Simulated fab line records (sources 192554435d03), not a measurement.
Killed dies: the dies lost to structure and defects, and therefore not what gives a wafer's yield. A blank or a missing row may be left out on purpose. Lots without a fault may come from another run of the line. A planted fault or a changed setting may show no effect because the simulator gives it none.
Matching of chambers | flow n5_finfet | N5_BEOL_M4_CO_CAP_55 on cvd_co-01: 3 sister chambers
The step material Co, precursor CCTBA/H2, target thk 2 nm, time 102.1 s. 6 wafers are shown with their chamber, then 6 later ones without.

== EACH WAFER AND ITS CHAMBER ==
wafer  | chamber | heater_power_w (W) | run_length_s (s)
L220.6 | 0       | 230                | 124.6
L222.1 | 0       | 224                | 124.3
L222.2 | 2       | 207                | 125.2
L223.4 | 2       | 213                | 125.2
L225.3 | 1       | 246                | 125.8
L225.5 | 1       | 248                | 126.2

== WAFERS WHOSE CHAMBER IS MISSING ==
wafer  | heater_power_w (W) | run_length_s (s)
L225.6 | 230                | 124.5
L228.4 | 253                | 125.4
L228.5 | 226                | 124.6
L228.6 | 210                | 125.3
L235.1 | 246                | 125.2
L236.4 | 211                | 125.1

== WHICH CHAMBER EACH WENT THROUGH ==
wafer  | from the rows above | in truth
L225.6 | 0                   | 0
L228.4 | 1                   | 1
L228.5 | 0                   | 0
L228.6 | 2                   | 2
L235.1 | 1                   | 1
L236.4 | 2                   | 2
6 of 6 placed correctly. Number that these rows cannot place: 0. Wrongly placed: 0.
How it was worked out, from the rows above alone: a wafer's distance from a chamber is the root of the sum, over the readings, of the square of ((its reading less the chamber's mean) divided by the reading's scatter). The wafer belongs to the nearest chamber; if the next one is less than 2 further off, it can't be placed. A chamber's mean is the mean of its shown wafers. The scatter: take each reading less its chamber's mean, square it, sum over the shown wafers, divide by the number of wafers less the number of chambers, and take the root.
